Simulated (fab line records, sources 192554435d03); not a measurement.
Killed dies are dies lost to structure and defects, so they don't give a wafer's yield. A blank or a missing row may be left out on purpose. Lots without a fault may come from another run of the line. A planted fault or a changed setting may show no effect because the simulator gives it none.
fab line records | flow n5_finfet
record lots=24 wafers=72 last_day=19
route steps=1938 shown FIN_CUT@182 STI_FIN_REVEAL@183 DUMMY_GATE@236
lots that met no fault: from a run of the same line without faults
start_h: hours from the record's first day to the start of the lot's first wafer shown | wait_h: hours since the lot's step before | " the same as in the row above | L1.1+2: a row that stands for several wafers | - no value, or no start given | * or withheld: withheld | < > ~ a bound
route shown NAME@n: a module of which the file shows steps, and the number in the route of the first | usual: mean/standard deviation of fault-free wafers | same: alike in all rows | chamber/n: place in a boat | sites: the reading at each site | _std_site: their standard deviation | _edge_site: outer sites' mean less inner sites' | radius_mm: how far each site lies from the wafer's centre | mask NAME#n: copy n | behind: the tool/chamber that last shaped the wafer | hold: why the lot was held/for how many hours/how that ended | device: the transistor (n, p or np) that didn't switch | end of line: the same wafers' tests at the end of the route | a step without rows: its recipe alone | killed: dies lost to structure and defects at the first sort, not the wafer's yield | map: a wafer's dies, x killed, . not, _ none there
set.NAME: the setting as run; set.NAME@STEP: as run at that earlier step | model.NAME: the simulator's own value behind a step, which no gauge read
steps of the route over a sample of lots; a table a step, a row a wafer
services: from which hour (start_h, from the record's first day; less than 0 if before it) a tool's chamber was out of use, for how many hours, and why
## steps
# step N5_FIN_CUT_INSPECT_17
# recipe inspect_instrument=brightfield mode=aei
# usual raw_defect_count=262/93
# columns lot.wafer tool chamber start_h wait_h raw_defect_count
L074.2 defect_inspect-01 - 28.09 0.0 214
L074.3 " - " " 159
L074.5 " - " " 229
L075.1 defect_inspect-01 - 35.99 0.0 496
L075.2 " - " " 678
L075.6 " - " " 411
L076.1 defect_inspect-02 - 41.14 0.0 211
L076.3 " - " " 233
L076.6 " - " " 170
L077.1 defect_inspect-01 - 47.47 0.0 321
L077.4 " - " " 360
L077.5 " - " " 278
L078.1 defect_inspect-01 - 52.29 0.0 218
L078.3 " - " " 238
L078.5 " - " " 236
L079.1 defect_inspect-02 - 59.34 0.0 282
L079.4 " - " " 235
L079.6 " - " " 279
L080.2 defect_inspect-02 - 64.37 0.0 177
L080.5 " - " " 209
L080.6 " - " " 258
L081.1 defect_inspect-01 - 70.94 0.0 236
L081.3 " - " " 278
L081.6 " - " " 336
L082.2 defect_inspect-02 - 76.63 0.0 207
L082.4 " - " " 304
L082.5 " - " " 494
L083.1 defect_inspect-01 - 82.54 0.0 271
L083.4 " - " " 190
L083.5 " - " " 214
L084.1 defect_inspect-02 - 91.03 0.0 369
L084.5 " - " " 307
L084.6 " - " " 255
L085.1 defect_inspect-02 - 95.44 0.0 272
L085.4 " - " " 253
L085.5 " - " " 251
L086.1 defect_inspect-02 - 99.72 0.0 257
L086.2 " - " " 369
L086.4 " - " " 297
L087.1 defect_inspect-01 - 108.76 0.0 240
L087.5 " - " " 207
L087.6 " - " " 176
L088.2 defect_inspect-01 - 113.43 0.0 277
L088.3 " - " " 357
L088.5 " - " " 332
L089.1 defect_inspect-01 - 119.47 0.0 236
L089.3 " - " " 176
L089.4 " - " " 161
L090.4 defect_inspect-01 - 124.39 0.0 252
L090.5 " - " " 242
L090.6 " - " " 259
L091.1 defect_inspect-02 - 129.72 0.0 264
L091.2 " - " " 188
L091.4 " - " " 170
L092.4 defect_inspect-01 - 136.92 0.0 208
L092.5 " - " " 300
L092.6 " - " " 293
L093.2 defect_inspect-01 - 142.15 0.0 526
L093.3 " - " " 350
L093.5 " - " " 291
L094.1 defect_inspect-01 - 148.61 0.0 256
L094.2 " - " " 222
L094.3 " - " " 390
L095.1 defect_inspect-02 - 154.79 0.0 160
L095.3 " - " " 147
L095.5 " - " " 95
L096.1 defect_inspect-02 - 160.12 0.0 276
L096.5 " - " " 169
L096.6 " - " " 174
L097.1 defect_inspect-02 - 165.29 0.0 251
L097.3 " - " " 277
L097.5 " - " " 239
# step N5_STI_FIN_REVEAL_ALD_00
# recipe material=SiO2 target_thk_a=10 temp_c=300 ald_precursor_family=BDEAS ald_co_reactant=O2-plasma pulse_time_s=1 pressure_torr=2
# usual heater_power_w=481/48 precursor_pulse_height_rel=1.000/0.02 susceptor_temp_C=299.99/0.2
# columns lot.wafer tool chamber start_h wait_h heater_power_w precursor_pulse_height_rel susceptor_temp_C
L074.2 ald_sin-01 2 28.12 0.0 486 0.981 300.17
L074.3 " 0 " " 439 1.022 299.72
L074.5 " 2 " " 487 0.964 299.73
L075.1 ald_sin-01 2 36.03 0.0 496 0.976 299.69
L075.2 " 0 " " 460 0.989 300.16
L075.6 " 0 " " 457 1.000 300.47
L076.1 ald_sin-01 2 41.62 0.5 493 1.014 299.65
L076.3 " 0 " " 455 1.007 299.99
L076.6 " 1 " " 524 0.995 300.49
L077.1 ald_sin-03 0 47.86 0.4 522 0.992 300.08
L077.4 " 2 " " 483 1.029 299.66
L077.5 " 2 " " 477 0.990 300.04
L078.1 ald_sin-03 3 52.33 0.0 463 1.003 300.16
L078.3 " 2 " " 482 0.993 300.02
L078.5 " 1 " " 415 0.967 300.03
L079.1 ald_sin-01 0 59.38 0.0 452 0.980 299.98
L079.4 " 3 " " 479 0.977 300.25
L079.6 " 3 " " 486 0.994 300.23
L080.2 ald_sin-01 2 64.41 0.0 494 1.008 299.95
L080.5 " 2 " " 504 0.969 299.92
L080.6 " 3 " " 487 1.026 299.54
L081.1 ald_sin-01 0 71.01 0.1 454 1.038 299.92
L081.3 " 1 " " 507 0.997 299.74
L081.6 " 2 " " 492 0.988 300.06
L082.2 ald_sin-01 1 76.66 0.0 525 0.999 300.09
L082.4 " 2 " " 495 0.978 300.26
L082.5 " 3 " " 487 0.996 300.01
L083.1 ald_sin-02 0 82.58 0.0 465 1.006 299.63
L083.4 " 0 " " 483 1.035 299.77
L083.5 " 3 " " 425 1.017 299.90
L084.1 ald_sin-02 1 91.50 0.5 424 1.023 300.00
L084.5 " 1 " " 417 1.012 299.74
L084.6 " 0 " " 479 0.986 300.16
L085.1 ald_sin-02 2 96.84 1.4 629 1.013 299.84
L085.4 " 0 " " 493 1.003 299.88
L085.5 " 2 " " 639 1.004 299.99
L086.1 ald_sin-02 2 100.35 0.6 634 1.033 299.71
L086.2 " 0 " " 482 0.959 299.79
L086.4 " 1 " " 420 1.003 300.04
L087.1 ald_sin-03 1 108.80 0.0 414 1.015 299.87
L087.5 " 3 " " 464 0.995 300.08
L087.6 " 2 " " 493 1.019 299.96
L088.2 ald_sin-03 2 113.46 0.0 483 0.952 300.08
L088.3 " 3 " " 461 1.015 300.20
L088.5 " 0 " " 514 1.007 300.25
L089.1 ald_sin-03 1 120.81 1.3 432 1.015 299.87
L089.3 " 2 " " 483 0.988 300.11
L089.4 " 0 " " 524 1.004 300.19
L090.4 ald_sin-01 0 124.84 0.4 446 1.017 300.07
L090.5 " 0 " " 447 0.997 300.11
L090.6 " 1 " " 531 1.025 299.84
L091.1 ald_sin-03 3 129.76 0.0 460 1.022 299.52
L091.2 " 0 " " 534 1.045 300.44
L091.4 " 2 " " 490 0.994 299.86
L092.4 ald_sin-01 1 136.98 0.1 534 1.006 300.19
L092.5 " 2 " " 464 0.974 299.94
L092.6 " 3 " " 475 0.981 299.82
L093.2 ald_sin-01 1 142.19 0.0 537 1.009 300.21
L093.3 " 2 " " 473 1.034 300.01
L093.5 " 0 " " 449 1.009 300.00
L094.1 ald_sin-01 2 148.76 0.2 468 1.019 299.90
L094.2 " 1 " " 539 0.944 300.06
L094.3 " 0 " " 440 0.997 299.93
L095.1 ald_sin-03 2 154.82 0.0 497 1.021 300.35
L095.3 " 3 " " 457 1.001 300.05
L095.5 " 2 " " 480 0.985 300.23
L096.1 ald_sin-02 1 160.16 0.0 416 0.985 300.08
L096.5 " 2 " " 635 1.003 299.95
L096.6 " 3 " " 425 0.999 300.36
L097.1 ald_sin-01 0 167.17 1.9 446 0.987 300.12
L097.3 " 2 " " 462 1.001 300.12
L097.5 " 2 " " 447 1.011 299.92
# step N5_STI_FIN_REVEAL_DENSIFY_30
# recipe temp_c=* time_s=* ambient=N2 idle_temp_c=600 ramp_up_c_per_s=150 ramp_down_c_per_s=60 cool_to_c=600
# usual lamp_power_pct=11.53/0.053 wafer_temp_C_max=*
# same time_s=*
# columns lot.wafer tool chamber start_h wait_h lamp_power_pct wafer_temp_C_max
L074.2 rtp_anneal-02 0 33.57 0.1 11.46 *
L074.3 " 0 " " 11.57 *
L074.5 " 0 " " 11.51 *
L075.1 rtp_anneal-01 0 41.45 0.0 11.66 *
L075.2 " 0 " " 11.55 *
L075.6 " 0 " " 11.56 *
L076.1 rtp_anneal-02 0 47.63 0.0 11.53 *
L076.3 " 0 " " 11.47 *
L076.6 " 0 " " 11.55 *
L077.1 rtp_anneal-02 0 53.29 0.0 11.47 *
L077.4 " 0 " " 11.59 *
L077.5 " 0 " " 11.50 *
L078.1 rtp_anneal-01 0 57.81 0.1 11.48 *
L078.3 " 0 " " 11.48 *
L078.5 " 0 " " 11.57 *
L079.1 rtp_anneal-01 0 65.04 0.3 11.48 *
L079.4 " 0 " " 11.55 *
L079.6 " 0 " " 11.55 *
L080.2 rtp_anneal-02 0 69.89 0.1 11.55 *
L080.5 " 0 " " 11.46 *
L080.6 " 0 " " 11.61 *
L081.1 rtp_anneal-02 0 76.52 0.1 11.53 *
L081.3 " 0 " " 11.51 *
L081.6 " 0 " " 11.51 *
L082.2 rtp_anneal-01 0 82.10 0.1 11.62 *
L082.4 " 0 " " 11.52 *
L082.5 " 0 " " 11.52 *
L083.1 rtp_anneal-02 0 88.06 0.1 11.51 *
L083.4 " 0 " " 11.51 *
L083.5 " 0 " " 11.54 *
L084.1 rtp_anneal-01 0 96.91 0.0 11.62 *
L084.5 " 0 " " 11.56 *
L084.6 " 0 " " 11.56 *
L085.1 rtp_anneal-02 0 102.28 0.0 11.54 *
L085.4 " 0 " " 11.55 *
L085.5 " 0 " " 11.52 *
L086.1 rtp_anneal-02 0 105.98 0.2 11.50 *
L086.2 " 0 " " 11.60 *
L086.4 " 0 " " 11.67 *
L087.1 rtp_anneal-01 0 114.22 0.0 11.53 *
L087.5 " 0 " " 11.51 *
L087.6 " 0 " " 11.50 *
L088.2 rtp_anneal-01 0 118.90 0.1 11.53 *
L088.3 " 0 " " 11.59 *
L088.5 " 0 " " 11.53 *
L089.1 rtp_anneal-01 0 126.34 0.0 11.57 *
L089.3 " 0 " " 11.55 *
L089.4 " 0 " " 11.45 *
L090.4 rtp_anneal-02 0 130.34 0.1 11.53 *
L090.5 " 0 " " 11.56 *
L090.6 " 0 " " 11.47 *
L091.1 rtp_anneal-02 0 135.25 0.1 11.54 *
L091.2 " 0 " " 11.49 *
L091.4 " 0 " " 11.56 *
L092.4 rtp_anneal-01 0 142.45 0.1 11.53 *
L092.5 " 0 " " 11.60 *
L092.6 " 0 " " 11.57 *
L093.2 rtp_anneal-02 0 147.63 0.1 11.57 *
L093.3 " 0 " " 11.49 *
L093.5 " 0 " " 11.56 *
L094.1 rtp_anneal-02 0 154.28 0.1 11.56 *
L094.2 " 0 " " 11.44 *
L094.3 " 0 " " 11.45 *
L095.1 rtp_anneal-01 0 160.23 0.0 11.47 *
L095.3 " 0 " " 11.59 *
L095.5 " 0 " " 11.55 *
L096.1 rtp_anneal-01 0 165.57 0.0 11.44 *
L096.5 " 0 " " 11.50 *
L096.6 " 0 " " 11.57 *
L097.1 rtp_anneal-02 0 172.59 0.0 11.50 *
L097.3 " 0 " " 11.54 *
L097.5 " 0 " " 11.54 *
# step N5_STI_FIN_REVEAL_STRIP_24
# recipe chemistry=N2/H2 time_s=90 power_w=100 temp_c=40 pressure_mtorr=100 rf_frequency_hz=6e+07 bias_power_w=3 n2_flow_sccm=300 h2_flow_sccm=300
# usual drypump_motor_current_A=5.5/0.36 h2_flow_sccm=300.0/0.95 oes_product_au=0.79/0.093 rf_vpp_V=45.3/0.88 showerhead_plenum_p_Torr=3.36/0.12 throttle_valve_pct=12.2/0.31
# same time_s=90
# columns lot.wafer tool chamber start_h wait_h drypump_motor_current_A h2_flow_sccm oes_product_au rf_hours_counter_h rf_vpp_V showerhead_plenum_p_Torr throttle_valve_pct
L074.2 rie_diel-04 3 34.03 0.0 5.9 298.7 0.71 218 44.0 3.21 12.6
L074.3 " 2 " " 5.4 297.5 0.90 39 46.8 3.43 11.7
L074.5 " 0 " " 5.1 299.8 0.70 - 44.2 3.32 12.4
L075.1 rie_diel-01 1 41.78 0.0 5.3 298.0 0.71 204 45.7 3.50 12.4
L075.2 " 2 " " 6.0 299.8 0.72 183 44.8 3.22 12.4
L075.6 " 3 " " 5.0 301.0 0.67 - 44.6 3.44 12.4
L076.1 rie_diel-01 3 47.88 0.0 5.0 299.7 0.67 242 46.5 3.44 12.4
L076.3 " 2 " " 6.0 300.3 0.71 185 43.0 3.22 12.4
L076.6 " 0 " " 5.5 301.4 0.70 - 44.3 3.33 12.5
L077.1 rie_diel-04 3 53.53 0.0 5.9 299.7 0.71 225 43.9 3.21 12.7
L077.4 " 0 " " 5.2 300.1 0.70 218 44.6 3.32 12.4
L077.5 " 1 " " 6.5 299.1 0.97 - 44.8 3.31 12.2
L078.1 rie_diel-04 2 58.06 0.0 5.5 298.5 0.88 48 46.1 3.42 11.7
L078.3 " 0 " " 5.2 300.5 0.70 219 45.0 3.32 12.4
L078.5 " 3 " " 5.8 299.6 0.70 - 45.9 3.20 12.6
L079.1 rie_diel-01 1 65.29 0.0 5.3 300.5 0.72 212 44.8 3.49 12.4
L079.4 " 2 " " 6.0 300.1 0.71 191 44.8 3.21 12.4
L079.6 " 1 " " 5.2 299.9 0.71 - 43.9 3.49 12.4
L080.2 rie_diel-01 2 70.25 0.0 6.0 300.4 0.71 193 44.9 3.21 12.4
L080.5 " 1 " " 5.3 299.1 0.71 - 46.4 3.49 12.4
L080.6 " 2 " " 6.0 299.5 0.71 - 43.8 3.21 12.4
L081.1 rie_diel-04 1 76.97 0.0 6.5 299.9 0.94 13 45.2 3.31 12.3
L081.3 " 2 " " 5.5 299.1 0.87 54 46.4 3.42 11.7
L081.6 " 1 " " 6.5 298.8 0.94 - 45.6 3.31 12.3
L082.2 rie_diel-04 0 82.45 0.0 5.2 300.4 0.69 228 45.1 3.32 12.4
L082.4 " 2 " " 5.4 299.6 0.87 - 44.3 3.42 11.7
L082.5 " 3 " " 5.9 300.2 0.69 - 44.4 3.20 12.7
L083.1 rie_diel-03 0 88.49 0.0 5.4 298.8 0.79 108 45.1 3.28 12.1
L083.4 " 2 " " 5.6 299.2 0.78 96 45.7 3.28 12.2
L083.5 " 3 " " 5.5 299.4 0.84 - 44.4 3.56 12.0
L084.1 rie_diel-03 1 97.16 0.0 5.3 300.7 0.94 14 44.0 3.57 11.7
L084.5 " 0 " " 5.4 299.9 0.79 - 44.9 3.28 12.1
L084.6 " 1 " " 5.3 301.7 0.95 - 45.3 3.57 11.7
L085.1 rie_diel-03 2 102.53 0.0 5.6 301.1 0.78 100 45.3 3.28 12.3
L085.4 " 0 " " 5.4 298.3 0.79 113 44.7 3.27 12.1
L085.5 " 0 " " 5.4 300.1 0.79 - 45.2 3.27 12.1
L086.1 rie_diel-03 1 106.23 0.0 5.3 300.1 0.93 17 46.0 3.57 11.7
L086.2 " 3 " " 5.5 301.6 0.84 69 46.1 3.56 11.9
L086.4 " 2 " " 5.6 300.7 0.78 102 43.8 3.28 12.3
L087.1 rie_diel-01 2 114.46 0.0 6.0 298.9 0.70 212 44.0 3.20 12.5
L087.5 " 1 " " 5.3 300.9 0.70 - 45.4 3.48 12.4
L087.6 " 2 " " 6.0 299.4 0.70 - 44.9 3.20 12.5
L088.2 rie_diel-01 3 119.13 0.0 5.0 299.9 0.97 7 45.0 3.43 11.8
L088.3 " 0 " " 5.5 302.2 0.68 248 44.6 3.31 12.5
L088.5 " 0 " " 5.5 300.6 0.68 - 45.9 3.31 12.5
L089.1 rie_diel-04 0 126.60 0.0 5.1 298.8 0.68 244 46.3 3.31 12.5
L089.3 " 3 " " 5.9 299.7 0.69 249 45.7 3.19 12.7
L089.4 " 2 " " 5.5 300.7 0.84 71 46.1 3.41 11.7
L090.4 rie_diel-03 0 130.50 0.0 5.4 299.8 0.79 120 44.9 3.27 12.1
L090.5 " 0 " " 5.4 299.6 0.79 - 44.2 3.27 12.1
L090.6 " 3 " " 5.5 300.2 0.83 - 46.3 3.56 12.0
L091.1 rie_diel-03 0 135.50 0.0 5.4 300.6 0.77 121 44.5 3.27 12.1
L091.2 " 3 " " 5.4 300.7 0.82 76 45.3 3.56 12.0
L091.4 " 1 " " 5.3 299.1 0.92 23 46.3 3.56 11.7
L092.4 rie_diel-03 2 142.67 0.0 5.6 299.9 0.77 - 43.1 3.27 12.3
L092.5 " 3 " " 5.5 300.3 0.81 - 45.0 3.55 12.0
L092.6 " 0 " " 5.4 299.2 0.78 - 45.4 3.27 12.2
L093.2 rie_diel-04 1 147.90 0.0 6.5 299.8 0.89 39 43.8 3.29 12.3
L093.3 " 0 " " 5.2 298.6 0.68 254 44.6 3.30 12.5
L093.5 " 1 " " 6.5 300.6 0.88 - 45.1 3.29 12.3
L094.1 rie_diel-01 2 154.58 0.0 5.9 300.6 0.69 229 45.0 3.19 12.5
L094.2 " 0 " " 5.5 299.7 0.95 3 44.9 3.31 11.9
L094.3 " 3 " " 5.0 301.8 0.93 19 46.3 3.43 11.8
L095.1 rie_diel-03 0 160.48 0.0 5.3 298.8 0.76 127 45.5 3.27 12.2
L095.3 " 3 " " 5.5 298.1 0.81 85 46.2 3.55 12.0
L095.5 " 2 " " 5.6 299.7 0.75 - 45.9 3.27 12.3
L096.1 rie_diel-03 2 165.82 0.0 5.6 299.2 0.76 119 44.4 3.27 12.3
L096.5 " 0 " " 5.4 300.1 0.77 - 45.7 3.27 12.1
L096.6 " 3 " " 5.5 299.8 0.81 - 45.1 3.55 12.0
L097.1 rie_diel-01 2 172.85 0.0 6.0 300.1 0.68 238 44.6 3.19 12.5
L097.3 " 3 " " 5.0 299.3 0.93 28 47.1 3.42 11.8
L097.5 " 0 " " 5.5 301.4 0.91 - 45.2 3.30 11.9
# step N5_STI_FIN_REVEAL_OXIDATION_33
# recipe chemistry=O2_PLASMA_REMOTE temp_c=150 time_s=20 pressure_mtorr=1000 source_power_w=2000 o2_flow_sccm=3000
# usual drypump_motor_current_A=5.4/0.43 heater_power_w=137/5
# same time_s=20
# columns lot.wafer tool chamber start_h wait_h drypump_motor_current_A heater_power_w rf_hours_counter_h
L074.2 plasma_asher-02 0 36.76 0.0 5.2 142 85
L074.3 " 1 " " 4.7 125 -
L074.5 " 0 " " 5.2 140 -
L075.1 plasma_asher-02 0 44.68 0.0 5.2 138 87
L075.2 " 1 " " 4.7 130 87
L075.6 " 0 " " 5.2 139 -
L076.1 plasma_asher-02 1 50.71 0.1 4.7 127 89
L076.3 " 0 " " 5.3 142 -
L076.6 " 1 " " 4.7 128 -
L077.1 plasma_asher-01 1 56.27 0.0 5.9 137 29
L077.4 " 1 " " 5.9 131 -
L077.5 " 1 " " 5.9 134 -
L078.1 plasma_asher-01 0 60.79 0.0 5.2 138 30
L078.3 " 1 " " 5.9 140 -
L078.5 " 1 " " 5.9 134 -
L079.1 plasma_asher-01 1 68.01 0.0 5.9 135 32
L079.4 " 1 " " 5.9 135 -
L079.6 " 1 " " 5.9 140 -
L080.2 plasma_asher-01 1 72.97 0.0 5.9 136 32
L080.5 " 0 " " 5.2 143 -
L080.6 " 1 " " 5.9 136 -
L081.1 plasma_asher-02 1 79.73 0.0 4.7 127 95
L081.3 " 0 " " 5.2 138 -
L081.6 " 1 " " 4.7 128 -
L082.2 plasma_asher-01 1 85.17 0.0 5.9 137 35
L082.4 " 0 " " 5.2 142 -
L082.5 " 1 " " 5.9 136 -
L083.1 plasma_asher-01 0 91.22 0.0 5.2 141 35
L083.4 " 1 " " 5.9 134 -
L083.5 " 0 " " 5.2 142 -
L084.1 plasma_asher-02 1 99.91 0.0 4.7 125 99
L084.5 " 1 " " 4.7 128 -
L084.6 " 0 " " 5.2 139 -
L085.1 plasma_asher-02 1 105.43 0.0 4.7 128 99
L085.4 " 1 " " 4.7 129 -
L085.5 " 0 " " 5.2 139 -
L086.1 plasma_asher-01 1 108.96 0.0 5.9 133 39
L086.2 " 0 " " 5.2 143 39
L086.4 " 1 " " 5.9 134 -
L087.1 plasma_asher-02 1 117.21 0.0 4.7 126 101
L087.5 " 0 " " 5.2 138 -
L087.6 " 1 " " 4.7 126 -
L088.2 plasma_asher-01 1 121.88 0.0 5.9 140 42
L088.3 " 1 " " 5.9 137 -
L088.5 " 0 " " 5.2 142 -
L089.1 plasma_asher-01 1 129.40 0.0 5.9 139 44
L089.3 " 1 " " 5.9 134 -
L089.4 " 0 " " 5.2 141 -
L090.4 plasma_asher-01 0 133.56 0.0 5.2 141 -
L090.5 " 1 " " 5.9 137 -
L090.6 " 0 " " 5.2 140 -
L091.1 plasma_asher-01 0 138.30 0.0 5.2 141 45
L091.2 " 1 " " 5.9 134 45
L091.4 " 0 " " 5.2 142 -
L092.4 plasma_asher-01 1 145.40 0.0 5.9 134 -
L092.5 " 1 " " 5.9 140 -
L092.6 " 0 " " 5.2 145 -
L093.2 plasma_asher-02 1 150.63 0.0 4.7 129 109
L093.3 " 1 " " 4.7 130 -
L093.5 " 0 " " 5.2 140 -
L094.1 plasma_asher-01 0 157.33 0.0 5.2 141 49
L094.2 " 1 " " 6.0 134 49
L094.3 " 0 " " 5.2 140 -
L095.1 plasma_asher-01 0 163.21 0.0 5.2 142 49
L095.3 " 1 " " 5.9 137 -
L095.5 " 0 " " 5.2 142 -
L096.1 plasma_asher-01 0 168.53 0.0 5.2 141 51
L096.5 " 0 " " 5.2 142 -
L096.6 " 1 " " 5.9 134 -
L097.1 plasma_asher-01 0 175.58 0.0 5.2 140 52
L097.3 " 0 " " 5.2 142 -
L097.5 " 0 " " 5.2 140 -
# step N5_DUMMY_GATE_ETCH_36
# recipe chemistry=CF4 target=SiARC target_depth_a=130 pressure_mtorr=40 source_w=545 bias_w=36 Ar_flow_sccm=100 cf4_flow_sccm=100 ion_energy_ev=80
# usual drypump_motor_current_A=5.6/0.43 mfc_ar_sccm=100.01/0.29 oes_product_au=0.78/0.071 rf_vpp_V=184.3/1.1 showerhead_plenum_p_Torr=2.15/0.052 throttle_valve_pct=15.62/0.25
# columns lot.wafer tool chamber start_h wait_h drypump_motor_current_A mfc_ar_sccm oes_product_au rf_hours_counter_h rf_vpp_V showerhead_plenum_p_Torr throttle_valve_pct
L074.2 rie_diel-06 1 48.51 0.0 6.6 100.37 0.71 191 184.3 2.13 15.65
L074.3 " 2 " " 5.6 100.14 0.78 138 185.9 2.24 15.59
L074.5 " 0 " " 5.1 100.51 0.82 - 182.9 2.09 15.75
L075.1 rie_diel-06 0 53.69 0.0 5.2 99.92 0.83 75 183.0 2.09 15.75
L075.2 " 3 " " 5.6 99.89 0.75 146 185.4 2.23 15.71
L075.6 " 1 " " 6.5 100.05 0.71 - 184.7 2.12 15.66
L076.1 rie_diel-05 3 60.62 0.0 5.1 100.09 0.70 208 183.6 2.14 15.96
L076.3 " 1 " " 5.7 99.92 0.76 177 185.6 2.21 15.55
L076.6 " 1 " " 5.6 100.43 0.76 - 185.7 2.21 15.54
L077.1 rie_diel-05 3 67.13 0.0 5.1 100.12 0.70 210 182.5 2.14 15.96
L077.4 " 1 " " 5.6 99.89 0.76 179 186.0 2.21 15.54
L077.5 " 3 " " 5.1 99.83 0.70 - 183.6 2.14 15.95
L078.1 rie_diel-02 2 70.08 0.0 6.0 100.10 0.80 122 183.4 2.14 15.52
L078.3 " 1 " " 5.7 99.36 0.91 11 184.3 2.10 15.59
L078.5 " 2 " " 6.0 99.99 0.81 - 182.6 2.14 15.52
L079.1 rie_diel-02 0 77.73 0.0 5.1 99.53 0.73 166 185.1 2.24 15.95
L079.4 " 1 " " 5.6 100.23 0.90 14 182.6 2.10 15.60
L079.6 " 1 " " 5.6 99.76 0.89 - 182.9 2.10 15.57
L080.2 rie_diel-05 1 81.98 0.0 5.6 99.83 0.75 184 185.9 2.21 15.55
L080.5 " 1 " " 5.6 99.92 0.76 - 184.2 2.21 15.55
L080.6 " 0 " " 5.2 99.92 0.88 - 183.2 2.10 15.25
L081.1 rie_diel-02 2 88.84 0.0 6.1 100.02 0.79 129 183.4 2.14 15.54
L081.3 " 3 " " 5.6 100.45 0.70 232 183.2 2.09 15.75
L081.6 " 1 " " 5.6 99.78 0.89 - 184.5 2.10 15.61
L082.2 rie_diel-05 0 97.31 0.0 5.3 99.57 0.88 60 183.6 2.10 15.27
L082.4 " 2 " " 6.2 99.54 0.89 37 186.0 2.17 15.15
L082.5 " 3 " " 5.1 99.82 0.70 - 185.1 2.14 15.97
L083.1 rie_diel-06 1 100.94 0.0 6.5 100.14 0.70 206 184.4 2.12 15.70
L083.4 " 3 " " 5.6 99.64 0.73 161 184.0 2.22 15.74
L083.5 " 3 " " 5.6 99.72 0.74 - 184.6 2.22 15.74
L084.1 rie_diel-06 0 109.72 0.0 5.2 100.37 0.81 91 183.7 2.09 15.77
L084.5 " 3 " " 5.7 100.04 0.74 - 185.8 2.22 15.73
L084.6 " 0 " " 5.1 100.16 0.81 - 181.8 2.09 15.77
L085.1 rie_diel-02 3 114.55 0.0 5.6 99.94 0.69 241 184.1 2.09 15.75
L085.4 " 3 " " 5.6 100.25 0.68 - 183.4 2.09 15.74
L085.5 " 1 " " 5.6 100.08 0.87 - 184.2 2.10 15.61
L086.1 rie_diel-06 2 117.98 0.0 5.6 99.53 0.77 159 184.7 2.23 15.64
L086.2 " 3 " " 5.7 99.82 0.73 165 186.2 2.22 15.73
L086.4 " 0 " " 5.2 100.09 0.81 93 183.9 2.09 15.78
L087.1 rie_diel-06 0 126.34 0.0 5.2 99.75 0.80 95 184.1 2.08 15.79
L087.5 " 2 " " 5.6 99.76 0.76 - 186.3 2.23 15.62
L087.6 " 3 " " 5.6 99.70 0.72 - 184.6 2.22 15.76
L088.2 rie_diel-05 3 131.45 0.0 5.1 100.44 0.68 228 183.9 2.14 16.00
L088.3 " 0 " " 5.2 100.42 0.86 69 183.7 2.09 15.29
L088.5 " 0 " " 5.2 100.30 0.86 - 183.0 2.09 15.29
L089.1 rie_diel-05 0 138.53 0.0 5.2 99.93 0.86 71 182.8 2.09 15.29
L089.3 " 3 " " 5.1 99.60 0.69 230 183.0 2.13 15.99
L089.4 " 2 " " 6.2 99.93 0.86 48 185.7 2.16 15.18
L090.4 rie_diel-05 3 143.40 0.0 5.1 99.74 0.69 232 184.0 2.13 16.00
L090.5 " 3 " " 5.1 100.36 0.69 - 182.3 2.13 16.00
L090.6 " 0 " " 5.3 100.08 0.86 - 183.1 2.09 15.29
L091.1 rie_diel-05 3 147.42 0.0 5.1 99.54 0.69 233 185.9 2.13 15.99
L091.2 " 0 " " 5.2 100.73 0.87 74 184.1 2.09 15.29
L091.4 " 2 " " 6.2 100.27 0.87 50 184.7 2.16 15.19
L092.4 rie_diel-06 3 154.99 0.0 5.6 99.82 0.72 176 187.0 2.22 15.76
L092.5 " 0 " " 5.2 99.83 0.79 - 182.3 2.08 15.80
L092.6 " 1 " " 6.5 100.43 0.69 - 184.3 2.12 15.73
L093.2 rie_diel-05 1 160.34 0.0 5.6 100.37 0.73 206 184.2 2.20 15.61
L093.3 " 0 " " 5.3 99.99 0.85 76 184.3 2.09 15.29
L093.5 " 0 " " 5.3 99.81 0.85 - 182.8 2.09 15.29
L094.1 rie_diel-05 1 166.32 0.0 5.6 100.29 0.74 208 184.5 2.20 15.60
L094.2 " 0 " " 5.2 100.02 0.86 78 183.6 2.09 15.29
L094.3 " 2 " " 6.2 100.14 0.86 56 184.4 2.16 15.19
L095.1 rie_diel-02 2 172.41 0.0 6.0 100.12 0.77 154 183.2 2.13 15.58
L095.3 " 1 " " 5.6 99.97 0.84 43 183.9 2.09 15.64
L095.5 " 2 " " 6.0 100.54 0.77 - 184.4 2.13 15.59
L096.1 rie_diel-02 2 177.64 0.0 6.0 99.68 0.77 156 184.9 2.13 15.59
L096.5 " 1 " " 5.6 100.55 0.84 - 184.4 2.09 15.66
L096.6 " 2 " " 6.0 99.94 0.77 - 182.8 2.13 15.59
L097.1 rie_diel-05 3 185.02 0.0 5.1 100.44 0.67 243 183.1 2.13 16.01
L097.3 " 2 " " 6.2 99.52 0.85 61 184.8 2.16 15.21
L097.5 " 0 " " 5.3 100.37 0.85 - 183.9 2.09 15.31
## services
# columns tool chamber start_h hours kind
rie_diel-01 - 7.89 15.6 pm
rie_diel-01 3 32.21 1.2 repair
rie_diel-05 0 32.32 29.0 repair
rie_diel-04 3 35.70 3.2 repair
rie_diel-06 1 36.08 7.9 repair
plasma_asher-01 - 40.07 1.4 repair
rie_diel-01 1 44.79 3.1 repair
ald_sin-01 - 45.58 0.2 repair
rie_diel-05 3 51.80 1.8 repair
ald_sin-03 0 57.68 10.2 repair
ald_sin-03 - 62.48 2.8 pm
rtp_anneal-02 - 64.45 5.0 pm
ald_sin-03 3 65.90 8.0 repair
rie_diel-04 1 80.43 8.6 repair
ald_sin-01 - 84.75 2.8 pm
rie_diel-01 2 88.49 2.0 repair
rie_diel-06 - 95.50 1.1 repair
ald_sin-01 2 105.64 5.0 repair
rie_diel-03 - 111.08 2.8 pm
ald_sin-01 0 135.09 3.7 repair
ald_sin-03 1 147.19 7.9 repair
rie_diel-03 0 149.41 9.5 repair
rie_diel-04 2 165.85 1.5 repair
rie_diel-01 3 183.63 4.1 repair
## key
fault none
